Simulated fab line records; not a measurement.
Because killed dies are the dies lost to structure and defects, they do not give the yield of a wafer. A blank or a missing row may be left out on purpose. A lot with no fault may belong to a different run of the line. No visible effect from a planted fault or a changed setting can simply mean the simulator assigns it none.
What tool caused it? / flow n5Finfet / 24 lots with 72 wafers sampled at 5 steps, on a route of 1938 steps

== WHAT EACH GAUGE READ, for each wafer ==
N5_BEOL_M1_THK_MEAS_53: measures by xrf.
lot=L074; measured=day 6 20:59; on=filmMetro-01; M1_THK (nm)=38.7 39.2 39.7
lot=L075; measured=day 7 04:00; on=filmMetro-02; M1_THK (nm)=40.9 41.2 41.9
lot=L076; measured=day 7 06:41; on=filmMetro-01; M1_THK (nm)=39.5 41.6 40.5
lot=L077; measured=day 7 17:07; on=filmMetro-01; M1_THK (nm)=37.7 40.9 40.2
lot=L078; measured=day 7 20:51; on=filmMetro-01; M1_THK (nm)=38.4 37.1 35.8
lot=L079; measured=day 8 07:08; on=filmMetro-02; M1_THK (nm)=36.8 40.2 38.6
lot=L081; measured=day 8 16:34; on=filmMetro-02; M1_THK (nm)=38.0 36.8 38.7
lot=L080; measured=day 8 16:50; on=filmMetro-02; M1_THK (nm)=37.5 39.7 39.6
lot=L082; measured=day 8 17:17; on=filmMetro-01; M1_THK (nm)=42.6 39.6 41.6
lot=L083; measured=day 9 01:26; on=filmMetro-02; M1_THK (nm)=38.6 38.7 40.5
lot=L084; measured=day 9 04:07; on=filmMetro-02; M1_THK (nm)=36.7 40.4 39.8
lot=L085; measured=day 9 09:13; on=filmMetro-02; M1_THK (nm)=38.7 38.6 38.9
lot=L086; measured=day 9 10:02; on=filmMetro-02; M1_THK (nm)=38.9 38.1 38.4
lot=L088; measured=day 10 03:14; on=filmMetro-02; M1_THK (nm)=40.6 42.2 39.7
lot=L087; measured=day 10 04:00; on=filmMetro-01; M1_THK (nm)=37.0 37.9 37.2
lot=L089; measured=day 10 19:04; on=filmMetro-01; M1_THK (nm)=38.7 38.7 39.0
lot=L091; measured=day 11 00:09; on=filmMetro-01; M1_THK (nm)=36.5 37.3 37.8
lot=L090; measured=day 11 05:13; on=filmMetro-02; M1_THK (nm)=40.8 40.1 41.1
lot=L092; measured=day 11 08:19; on=filmMetro-01; M1_THK (nm)=38.3 40.8 40.2
lot=L093; measured=day 11 13:35; on=filmMetro-01; M1_THK (nm)=35.7 36.7 38.3
lot=L094; measured=day 12 08:01; on=filmMetro-02; M1_THK (nm)=40.2 37.5 39.0
lot=L095; measured=day 12 11:31; on=filmMetro-01; M1_THK (nm)=39.3 39.5 41.4
lot=L096; measured=day 12 20:11; on=filmMetro-01; M1_THK (nm)=40.0 42.2 41.4
lot=L097; measured=day 13 00:53; on=filmMetro-01; M1_THK (nm)=37.6 39.7 39.1

N5_BEOL_M2_INSPECT_13: inspects for defects (brightfield).
lot=L074; measured=day 6 22:25; on=defectInspect-02; rawDefectCount=431 360 375
lot=L075; measured=day 7 07:03; on=defectInspect-01; rawDefectCount=403 546 362
lot=L076; measured=day 7 07:42; on=defectInspect-01; rawDefectCount=312 433 386
lot=L077; measured=day 7 18:04; on=defectInspect-01; rawDefectCount=372 341 341
lot=L078; measured=day 7 22:41; on=defectInspect-01; rawDefectCount=529 485 381
lot=L079; measured=day 8 09:02; on=defectInspect-02; rawDefectCount=492 435 328
lot=L081; measured=day 8 18:44; on=defectInspect-02; rawDefectCount=261 394 276
lot=L080; measured=day 8 18:54; on=defectInspect-01; rawDefectCount=434 260 336
lot=L082; measured=day 8 19:04; on=defectInspect-01; rawDefectCount=366 394 485
lot=L083; measured=day 9 02:56; on=defectInspect-01; rawDefectCount=262 443 453
lot=L084; measured=day 9 05:06; on=defectInspect-01; rawDefectCount=397 552 564
lot=L085; measured=day 9 10:56; on=defectInspect-02; rawDefectCount=324 455 278
lot=L086; measured=day 9 11:31; on=defectInspect-02; rawDefectCount=289 335 312
lot=L088; measured=day 10 05:19; on=defectInspect-02; rawDefectCount=276 318 303
lot=L087; measured=day 10 10:10; on=defectInspect-01; rawDefectCount=380 354 300
lot=L089; measured=day 10 21:05; on=defectInspect-01; rawDefectCount=301 447 343
lot=L091; measured=day 11 01:46; on=defectInspect-02; rawDefectCount=406 530 444
lot=L090; measured=day 11 08:13; on=defectInspect-02; rawDefectCount=562 567 542
lot=L092; measured=day 11 10:21; on=defectInspect-01; rawDefectCount=353 497 444
lot=L093; measured=day 11 15:11; on=defectInspect-02; rawDefectCount=388 327 379
lot=L094; measured=day 12 11:43; on=defectInspect-01; rawDefectCount=437 364 524
lot=L095; measured=day 12 13:16; on=defectInspect-02; rawDefectCount=393 430 394
lot=L096; measured=day 12 21:53; on=defectInspect-02; rawDefectCount=418 425 394
lot=L097; measured=day 13 03:44; on=defectInspect-02; rawDefectCount=302 274 303

== TOOL THAT RAN EACH LOT (tool first, then ch and the chambers of the sampled wafers, then the start) ==
lot=L074; N5_BEOL_M1_SPUTTER_90=pvdSputter-01, day 6 19:32; N5_BEOL_M1_ANNEAL_91=pvdSputter-01, day 6 19:37; N5_BEOL_M2_ILD_DEP_00=pecvd-03 ch 0,1,2, day 6 21:19
lot=L075; N5_BEOL_M1_SPUTTER_90=pvdSputter-03, day 7 02:28; N5_BEOL_M1_ANNEAL_91=pvdSputter-03, day 7 02:32; N5_BEOL_M2_ILD_DEP_00=pecvd-03 ch 0,2, day 7 04:23
lot=L076; N5_BEOL_M1_SPUTTER_90=pvdSputter-01, day 7 05:14; N5_BEOL_M1_ANNEAL_91=pvdSputter-01, day 7 05:19; N5_BEOL_M2_ILD_DEP_00=pecvd-04 ch 0,2, day 7 07:04
lot=L077; N5_BEOL_M1_SPUTTER_90=pvdSputter-03, day 7 15:40; N5_BEOL_M1_ANNEAL_91=pvdSputter-03, day 7 15:44; N5_BEOL_M2_ILD_DEP_00=pecvd-04 ch 1,2, day 7 17:26
lot=L078; N5_BEOL_M1_SPUTTER_90=pvdSputter-01, day 7 19:02; N5_BEOL_M1_ANNEAL_91=pvdSputter-01, day 7 19:07; N5_BEOL_M2_ILD_DEP_00=pecvd-03 ch 0,1,2, day 7 21:10
lot=L079; N5_BEOL_M1_SPUTTER_90=pvdSputter-03, day 8 05:41; N5_BEOL_M1_ANNEAL_91=pvdSputter-03, day 8 05:46; N5_BEOL_M2_ILD_DEP_00=pecvd-01 ch 1,2, day 8 07:28
lot=L081; N5_BEOL_M1_SPUTTER_90=pvdSputter-01, day 8 10:28; N5_BEOL_M1_ANNEAL_91=pvdSputter-01, day 8 10:32; N5_BEOL_M2_ILD_DEP_00=pecvd-01 ch 0,1, day 8 16:53
lot=L080; N5_BEOL_M1_SPUTTER_90=pvdSputter-02, day 8 10:47; N5_BEOL_M1_ANNEAL_91=pvdSputter-02, day 8 10:52; N5_BEOL_M2_ILD_DEP_00=pecvd-03 ch 0,2, day 8 17:10
lot=L082; N5_BEOL_M1_SPUTTER_90=pvdSputter-03, day 8 10:59; N5_BEOL_M1_ANNEAL_91=pvdSputter-03, day 8 11:04; N5_BEOL_M2_ILD_DEP_00=pecvd-03 ch 0,1,2, day 8 17:37
lot=L083; N5_BEOL_M1_SPUTTER_90=pvdSputter-02, day 8 22:04; N5_BEOL_M1_ANNEAL_91=pvdSputter-02, day 8 22:08; N5_BEOL_M2_ILD_DEP_00=pecvd-04 ch 0,2, day 9 01:45
lot=L084; N5_BEOL_M1_SPUTTER_90=pvdSputter-03, day 9 01:21; N5_BEOL_M1_ANNEAL_91=pvdSputter-03, day 9 01:26; N5_BEOL_M2_ILD_DEP_00=pecvd-04 ch 0,1,2, day 9 04:27
lot=L085; N5_BEOL_M1_SPUTTER_90=pvdSputter-03, day 9 06:41; N5_BEOL_M1_ANNEAL_91=pvdSputter-03, day 9 06:46; N5_BEOL_M2_ILD_DEP_00=pecvd-03 ch 0,1,2, day 9 09:32
lot=L086; N5_BEOL_M1_SPUTTER_90=pvdSputter-01, day 9 08:26; N5_BEOL_M1_ANNEAL_91=pvdSputter-01, day 9 08:31; N5_BEOL_M2_ILD_DEP_00=pecvd-01 ch 1,2, day 9 10:21
lot=L088; N5_BEOL_M1_SPUTTER_90=pvdSputter-01, day 10 00:42; N5_BEOL_M1_ANNEAL_91=pvdSputter-01, day 10 00:47; N5_BEOL_M2_ILD_DEP_00=pecvd-04 ch 0,1,2, day 10 03:34
lot=L087; N5_BEOL_M1_SPUTTER_90=pvdSputter-01, day 10 02:32; N5_BEOL_M1_ANNEAL_91=pvdSputter-01, day 10 02:37; N5_BEOL_M2_ILD_DEP_00=pecvd-01 ch 0,1, day 10 04:19
lot=L089; N5_BEOL_M1_SPUTTER_90=pvdSputter-03, day 10 15:02; N5_BEOL_M1_ANNEAL_91=pvdSputter-03, day 10 15:07; N5_BEOL_M2_ILD_DEP_00=pecvd-03 ch 1,2, day 10 19:23
lot=L091; N5_BEOL_M1_SPUTTER_90=pvdSputter-01, day 10 19:13; N5_BEOL_M1_ANNEAL_91=pvdSputter-01, day 10 19:18; N5_BEOL_M2_ILD_DEP_00=pecvd-04 ch 0,2, day 11 00:29
lot=L090; N5_BEOL_M1_SPUTTER_90=pvdSputter-03, day 10 22:28; N5_BEOL_M1_ANNEAL_91=pvdSputter-03, day 10 22:32; N5_BEOL_M2_ILD_DEP_00=pecvd-04 ch 0,1, day 11 05:33
lot=L092; N5_BEOL_M1_SPUTTER_90=pvdSputter-02, day 11 03:19; N5_BEOL_M1_ANNEAL_91=pvdSputter-02, day 11 03:23; N5_BEOL_M2_ILD_DEP_00=pecvd-04 ch 0,1,2, day 11 08:40
lot=L093; N5_BEOL_M1_SPUTTER_90=pvdSputter-03, day 11 09:45; N5_BEOL_M1_ANNEAL_91=pvdSputter-03, day 11 09:50; N5_BEOL_M2_ILD_DEP_00=pecvd-04 ch 0,2, day 11 13:55
lot=L094; N5_BEOL_M1_SPUTTER_90=pvdSputter-03, day 12 06:34; N5_BEOL_M1_ANNEAL_91=pvdSputter-03, day 12 06:39; N5_BEOL_M2_ILD_DEP_00=pecvd-01 ch 0,1,2, day 12 08:20
lot=L095; N5_BEOL_M1_SPUTTER_90=pvdSputter-02, day 12 10:02; N5_BEOL_M1_ANNEAL_91=pvdSputter-02, day 12 10:07; N5_BEOL_M2_ILD_DEP_00=pecvd-03 ch 0,2, day 12 11:51
lot=L096; N5_BEOL_M1_SPUTTER_90=pvdSputter-02, day 12 18:44; N5_BEOL_M1_ANNEAL_91=pvdSputter-02, day 12 18:49; N5_BEOL_M2_ILD_DEP_00=pecvd-01 ch 1,2, day 12 20:30
lot=L097; N5_BEOL_M1_SPUTTER_90=pvdSputter-03, day 12 23:26; N5_BEOL_M1_ANNEAL_91=pvdSputter-03, day 12 23:31; N5_BEOL_M2_ILD_DEP_00=pecvd-03 ch 0,1,2, day 13 01:12
- N5_BEOL_M1_SPUTTER_90: material Cu, target thk 4.5 nm, time 8.29 s.
- N5_BEOL_M1_ANNEAL_91: time 240 s.
- N5_BEOL_M2_ILD_DEP_00: deposits SiOC from DEMS/O2, target thk 79 nm, time 15.3 s.

== AS READ BY THE TOOLS THEMSELVES (means over the sampled wafers that have a number; for cases with no such wafer, the mark the record gives instead) ==
N5_BEOL_M1_SPUTTER_90.
lot=L074; tool=pvdSputter-01; throttleValvePct (%)=30.9
lot=L075; tool=pvdSputter-03; throttleValvePct (%)=29.3
lot=L076; tool=pvdSputter-01; throttleValvePct (%)=30.3
lot=L077; tool=pvdSputter-03; throttleValvePct (%)=30.2
lot=L078; tool=pvdSputter-01; throttleValvePct (%)=30.9
lot=L079; tool=pvdSputter-03; throttleValvePct (%)=30.2
lot=L081; tool=pvdSputter-01; throttleValvePct (%)=31.3
lot=L080; tool=pvdSputter-02; throttleValvePct (%)=31.0
lot=L082; tool=pvdSputter-03; throttleValvePct (%)=30.0
lot=L083; tool=pvdSputter-02; throttleValvePct (%)=31.5
lot=L084; tool=pvdSputter-03; throttleValvePct (%)=30.9
lot=L085; tool=pvdSputter-03; throttleValvePct (%)=30.3
lot=L086; tool=pvdSputter-01; throttleValvePct (%)=31.2
lot=L088; tool=pvdSputter-01; throttleValvePct (%)=31.1
lot=L087; tool=pvdSputter-01; throttleValvePct (%)=30.3
lot=L089; tool=pvdSputter-03; throttleValvePct (%)=30.4
lot=L091; tool=pvdSputter-01; throttleValvePct (%)=30.7
lot=L090; tool=pvdSputter-03; throttleValvePct (%)=30.8
lot=L092; tool=pvdSputter-02; throttleValvePct (%)=31.0
lot=L093; tool=pvdSputter-03; throttleValvePct (%)=30.1
lot=L094; tool=pvdSputter-03; throttleValvePct (%)=29.9
lot=L095; tool=pvdSputter-02; throttleValvePct (%)=31.3
lot=L096; tool=pvdSputter-02; throttleValvePct (%)=31.6
lot=L097; tool=pvdSputter-03; throttleValvePct (%)=30.8

N5_BEOL_M1_ANNEAL_91.
lot=L074; tool=pvdSputter-01; heaterPowerW (W)=776
lot=L075; tool=pvdSputter-03; heaterPowerW (W)=785
lot=L076; tool=pvdSputter-01; heaterPowerW (W)=785
lot=L077; tool=pvdSputter-03; heaterPowerW (W)=853
lot=L078; tool=pvdSputter-01; heaterPowerW (W)=760
lot=L079; tool=pvdSputter-03; heaterPowerW (W)=839
lot=L081; tool=pvdSputter-01; heaterPowerW (W)=874
lot=L080; tool=pvdSputter-02; heaterPowerW (W)=869
lot=L082; tool=pvdSputter-03; heaterPowerW (W)=835
lot=L083; tool=pvdSputter-02; heaterPowerW (W)=897
lot=L084; tool=pvdSputter-03; heaterPowerW (W)=910
lot=L085; tool=pvdSputter-03; heaterPowerW (W)=896
lot=L086; tool=pvdSputter-01; heaterPowerW (W)=883
lot=L088; tool=pvdSputter-01; heaterPowerW (W)=753
lot=L087; tool=pvdSputter-01; heaterPowerW (W)=768
lot=L089; tool=pvdSputter-03; heaterPowerW (W)=885
lot=L091; tool=pvdSputter-01; heaterPowerW (W)=762
lot=L090; tool=pvdSputter-03; heaterPowerW (W)=841
lot=L092; tool=pvdSputter-02; heaterPowerW (W)=904
lot=L093; tool=pvdSputter-03; heaterPowerW (W)=845
lot=L094; tool=pvdSputter-03; heaterPowerW (W)=773
lot=L095; tool=pvdSputter-02; heaterPowerW (W)=899
lot=L096; tool=pvdSputter-02; heaterPowerW (W)=843
lot=L097; tool=pvdSputter-03; heaterPowerW (W)=844

N5_BEOL_M2_ILD_DEP_00.
lot=L074; tool=pecvd-03; heaterPowerW (W)=433; showerheadPlenumPTorr (Torr)=5.700; throttleValvePct (%)=12.2
lot=L075; tool=pecvd-03; heaterPowerW (W)=476; showerheadPlenumPTorr (Torr)=5.701; throttleValvePct (%)=12.2
lot=L076; tool=pecvd-04; heaterPowerW (W)=429; showerheadPlenumPTorr (Torr)=5.688; throttleValvePct (%)=12.0
lot=L077; tool=pecvd-04; heaterPowerW (W)=474; showerheadPlenumPTorr (Torr)=5.705; throttleValvePct (%)=12.0
lot=L078; tool=pecvd-03; heaterPowerW (W)=478; showerheadPlenumPTorr (Torr)=5.703; throttleValvePct (%)=12.2
lot=L079; tool=pecvd-01; heaterPowerW (W)=375; showerheadPlenumPTorr (Torr)=5.696; throttleValvePct (%)=11.5
lot=L081; tool=pecvd-01; heaterPowerW (W)=456; showerheadPlenumPTorr (Torr)=5.694; throttleValvePct (%)=12.1
lot=L080; tool=pecvd-03; heaterPowerW (W)=413; showerheadPlenumPTorr (Torr)=5.706; throttleValvePct (%)=12.3
lot=L082; tool=pecvd-03; heaterPowerW (W)=493; showerheadPlenumPTorr (Torr)=5.701; throttleValvePct (%)=12.1
lot=L083; tool=pecvd-04; heaterPowerW (W)=406; showerheadPlenumPTorr (Torr)=5.696; throttleValvePct (%)=12.0
lot=L084; tool=pecvd-04; heaterPowerW (W)=450; showerheadPlenumPTorr (Torr)=5.692; throttleValvePct (%)=12.2
lot=L085; tool=pecvd-03; heaterPowerW (W)=468; showerheadPlenumPTorr (Torr)=5.700; throttleValvePct (%)=12.0
lot=L086; tool=pecvd-01; heaterPowerW (W)=416; showerheadPlenumPTorr (Torr)=5.702; throttleValvePct (%)=11.9
lot=L088; tool=pecvd-04; heaterPowerW (W)=446; showerheadPlenumPTorr (Torr)=5.702; throttleValvePct (%)=12.1
lot=L087; tool=pecvd-01; heaterPowerW (W)=463; showerheadPlenumPTorr (Torr)=5.693; throttleValvePct (%)=12.0
lot=L089; tool=pecvd-03; heaterPowerW (W)=421; showerheadPlenumPTorr (Torr)=5.699; throttleValvePct (%)=11.1
lot=L091; tool=pecvd-04; heaterPowerW (W)=393; showerheadPlenumPTorr (Torr)=5.690; throttleValvePct (%)=11.9
lot=L090; tool=pecvd-04; heaterPowerW (W)=427; showerheadPlenumPTorr (Torr)=5.696; throttleValvePct (%)=12.1
lot=L092; tool=pecvd-04; heaterPowerW (W)=436; showerheadPlenumPTorr (Torr)=5.684; throttleValvePct (%)=12.0
lot=L093; tool=pecvd-04; heaterPowerW (W)=399; showerheadPlenumPTorr (Torr)=5.688; throttleValvePct (%)=11.9
lot=L094; tool=pecvd-01; heaterPowerW (W)=454; showerheadPlenumPTorr (Torr)=5.700; throttleValvePct (%)=11.5
lot=L095; tool=pecvd-03; heaterPowerW (W)=477; showerheadPlenumPTorr (Torr)=5.708; throttleValvePct (%)=12.3
lot=L096; tool=pecvd-01; heaterPowerW (W)=416; showerheadPlenumPTorr (Torr)=5.692; throttleValvePct (%)=11.8
lot=L097; tool=pecvd-03; heaterPowerW (W)=485; showerheadPlenumPTorr (Torr)=5.703; throttleValvePct (%)=12.0

== THE ANSWER, worked out from the rows above alone ==
Rule: what is usual is taken from the lots themselves. Put in order of their means at a reading, lots are off if they are a third of the lots or fewer, leave a main group of 4 or more, and stand apart from it by a gap of 3 or more times the standard deviation of the main group's means; of several such gaps the widest counts. Not used: any main group whose means are identical at the precision the tables above print for the reading. Also off: a lot with no number at a reading for which 4 or more lots have one. The other lots that the step has rows for count as sound. First the gauges in route order, then the tools' own readings, where a lot's mean is used as printed above. The first step at which some lot is off is used, and at that step the reading that is off furthest; a lot without a number counts as furthest.
No lot is off on any of the readings shown, so nothing can be concluded from this.

== WHAT THE SIMULATOR PUT IN ==
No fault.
